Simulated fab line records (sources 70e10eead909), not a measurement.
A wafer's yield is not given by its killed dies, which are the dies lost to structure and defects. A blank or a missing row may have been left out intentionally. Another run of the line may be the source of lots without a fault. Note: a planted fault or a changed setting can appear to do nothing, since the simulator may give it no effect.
Chamber matching ; flow nand-harc ; NHARC_P_M0_PRE_CLEAN_31 on pecvd-02: 3 sister chambers
The step time 12 s. 14 wafers are shown with their chamber, then 7 later ones without.

## WAFERS WITH THEIR CHAMBER
wafer;chamber;heater-power-w (W)
L414.1;2;630
L414.4;0;615
L414.6;2;623
L417.2;0;703
L417.5;0;697
L417.6;1;669
L418.3;1;628
L418.4;1;613
L418.5;2;606
L429.1;1;672
L429.3;2;645
L429.4;1;669
L432.2;1;660
L432.3;0;718

SIGNATURES, as means of the wafers listed above
reading;chamber 0;chamber 1;chamber 2;scatter within a chamber
heater-power-w;683.25;651.83;626.00;30.7
Rule: for a wafer and a chamber, the distance is found by dividing, reading by reading, the gap between the wafer's reading and the chamber's mean by the reading's scatter, squaring, summing and taking the root. The wafer belongs to the nearest chamber; if the next one is less than 2 further off, it can't be placed. The scatter: take each reading less its chamber's mean, square it, sum over the shown wafers, divide by the number of wafers less the number of chambers, and take the root.

## WAFERS WITH NO CHAMBER GIVEN
wafer;heater-power-w (W)
L432.5;625
L434.1;600
L434.4;636
L434.5;734
L435.1;660
L435.5;670
L435.6;654

## WHICH CHAMBER EACH ONE RAN IN
wafer;from the rows above;in truth
L432.5;can't be placed: 2 or 1 or 0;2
L434.1;can't be placed: 2 or 1 or 0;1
L434.4;can't be placed: 2 or 1 or 0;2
L434.5;can't be placed: 0 or 1 or 2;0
L435.1;can't be placed: 1 or 0 or 2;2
L435.5;can't be placed: 0 or 1 or 2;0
L435.6;can't be placed: 1 or 2 or 0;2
Correctly placed: 0 of 7. From these rows, 7 cannot be placed; in 7 the true chamber is one of the candidates. 0 placed wrongly.
